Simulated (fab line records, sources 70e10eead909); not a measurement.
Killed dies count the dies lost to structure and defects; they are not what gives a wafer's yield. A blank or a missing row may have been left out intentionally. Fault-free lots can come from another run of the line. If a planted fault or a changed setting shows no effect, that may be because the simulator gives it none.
Matching of chambers + flow nand-harc + NHARC_A_STAIRCASE_DEP_325 on pecvd-03: 3 sister chambers
The step deposits SiO2, target thk 3800 nm. 6 wafers are shown with their chamber, then 9 later ones without.

## WAFERS WITH THEIR CHAMBER
| wafer  | chamber | heater-power-w (W) |
|--------|---------|--------------------|
| L089.1 | 0       | 786                |
| L089.4 | 2       | 707                |
| L089.5 | 1       | 661                |
| L088.2 | 0       | 764                |
| L088.4 | 1       | 684                |
| L088.5 | 2       | 707                |

## WAFERS WHOSE CHAMBER IS MISSING
| wafer  | heater-power-w (W) |
|--------|--------------------|
| L091.3 | 745                |
| L091.4 | 696                |
| L091.5 | 730                |
| L096.3 | 805                |
| L096.4 | 604                |
| L096.5 | 727                |
| L097.3 | 759                |
| L097.5 | 682                |
| L097.6 | 609                |

## WHICH CHAMBER EACH WENT THROUGH
| wafer  | from the rows above     | in truth                   |
|--------|-------------------------|----------------------------|
| L091.3 | can't be placed: 0 or 2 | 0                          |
| L091.4 | can't be placed: 2 or 1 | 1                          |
| L091.5 | can't be placed: 2 or 0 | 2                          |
| L096.3 | 0                       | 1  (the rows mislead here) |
| L096.4 | 1                       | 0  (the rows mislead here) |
| L096.5 | 2                       | 2                          |
| L097.3 | 0                       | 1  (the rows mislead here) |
| L097.5 | can't be placed: 1 or 2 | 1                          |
| L097.6 | 1                       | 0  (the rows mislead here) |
Correctly placed: 1 of 9. From these rows, 4 cannot be placed; in 4 the true chamber is one of the candidates. Placed wrongly: 4.
How it was worked out, from the rows above alone: a wafer's distance from a chamber is the root of the sum, over the readings, of the square of ((its reading less the chamber's mean) divided by the reading's scatter). If the next closest chamber is less than 2 further off than the closest, the wafer can't be placed; otherwise it belongs to the closest. Each chamber's mean is taken over the wafers shown for it. The scatter is the square root of a quotient: the sum, over the shown wafers, of each reading's squared deviation from its chamber's mean, divided by wafers minus chambers.
